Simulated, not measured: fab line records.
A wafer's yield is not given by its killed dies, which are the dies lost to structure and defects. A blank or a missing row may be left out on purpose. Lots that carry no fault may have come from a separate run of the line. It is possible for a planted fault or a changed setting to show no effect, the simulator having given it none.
Comparing a struck lot with a sound one | flow nand-harc | 15 steps out of a route of 1302
Sound: the wafers L186.1, L186.3, L186.4. Struck: wafer L187.4 (left out: L187.1, L187.5 of the same lot, which were not struck); the cause appears at the end.
For every step that has rows: the tool of each side, followed by ch and its chambers, followed by its first start. Under that, the readings that differ: sound wafers | struck wafers | difference of the means | sigmas: that difference in standard deviations of wafers without a fault.
alike: words and numbers the same on both sides, and readings whose means are apart by under 2 such deviations; not compared: readings that were withheld, readings missing a value for some wafer, numbers with overlapping values and no deviation given by the record, and bounds like >300 which may hide the same value.
Wherever a step has rows on one side only, a row that says differs or no value, or a row with sigmas, the two part there. Numbers that have no deviation but don't overlap get no sigmas and don't part them. A reading missing from all wafers of one side parts the sides only when that side holds two or more wafers.

first, 8 steps without rows for these wafers: NHARC_P_M0_HMDS_02 (time 30 s); NHARC_P_M0_COAT_33 (time 65 s); NHARC_P_M0_COAT_03 (resist thk 90 nm); NHARC_P_M0_SOFTBAKE_04 (time 55 s); NHARC_P_M0_EBR_05; NHARC_P_M0_EXPOSE_06 (exposes mask P M0, target cd 90 nm); NHARC_P_M0_PEB_07 (peb time 65 s); NHARC_P_M0_DEVELOP_08 (develop time 35 s).
NHARC_P_M0_CD_MEAS_09 targets a cd of 90 nm.
  sound on cd-sem-02 ch 0, day 7 09:47; struck on cd-sem-02 ch 0, day 8 14:31
  alike: cd-nm
NHARC_P_M0_OVL_MEAS_10: pitch 180 nm.
  struck on overlay-02, day 8 14:35; sound on overlay-02, day 7 09:53
  alike: overlay-x-nm, overlay-y-nm
NHARC_P_M0_INSPECT_11:
  struck on defect-inspect-01, day 8 14:38; sound on defect-inspect-02, day 7 09:55
  alike: raw-defect-count
NHARC_P_M0_DESCUM_14: chemistry O2, time 3 s.
  sound on rie-diel-13 ch 0,1,2, day 7 09:59; struck on rie-diel-13 ch 3, day 8 14:42
  reading                | sound    | struck | difference | sigmas
  rf-hours-counter-h (h) | 29 27 24 | 0      | -27        |
  alike: drypump-motor-current-A, oes-product-au, rf-vpp-V, showerhead-plenum-p-Torr, throttle-valve-pct
NHARC_P_M0_ETCH_34: etches the open film in N2/H2, target depth 40 nm, overetch 12 nm, time 43.94 s.
  sound on rie-diel-13 ch 1,2,3, day 7 10:04; struck on rie-diel-13 ch 0, day 8 14:47
  reading                | sound             | struck | difference | sigmas
  oes-product-au (a.u.)  | 0.994 1.006 1.008 | 0.865  | -0.138     | -16
  rf-hours-counter-h (h) | 24 27 29          | 0      | -27        |
  alike: drypump-motor-current-A, rf-vpp-V, showerhead-plenum-p-Torr, throttle-valve-pct
NHARC_P_M0_ETCH_15: etches the open film in C4F8/Ar, target depth 150 nm, overetch 15 nm, time 82.5 s.
  sound on rie-diel-13 ch 0,2,3; struck on rie-diel-13 ch 2
  reading                | sound    | struck | difference | sigmas
  rf-hours-counter-h (h) | 29 30 24 | 0      | -28        |
  alike: oes-product-au, rf-vpp-V
-- record jumps: 19 days between struck wafers' starts before vs after; left off in module P_M0, resumes in module END, first step shown is number 1302 of the route --
NHARC_END_SORT_01:
  sound on prober-02 ch 0, day 26 04:25; struck on prober-02 ch 0, day 27 10:44
  alike: defect-limited-yield, killed-at-array, killed-at-other, killed-at-periphery, killed-dies, killed-open, killed-short, sort_bin_2_pct, sort_bin_3_pct, sort_bin_4_pct, sort-n-pass, sort-rim-yield-pct, sort-yield-pct

## WHERE THEY PART
Only at NHARC_P_M0_ETCH_34, within this record. Later steps at which nothing parts them and some readings are alike: NHARC_P_M0_ETCH_15, NHARC_END_SORT_01.

WHY: whatever the simulator had introduced
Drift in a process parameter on rie-diel-13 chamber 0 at NHARC_P_M0_ETCH_34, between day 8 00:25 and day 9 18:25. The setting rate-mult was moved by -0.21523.
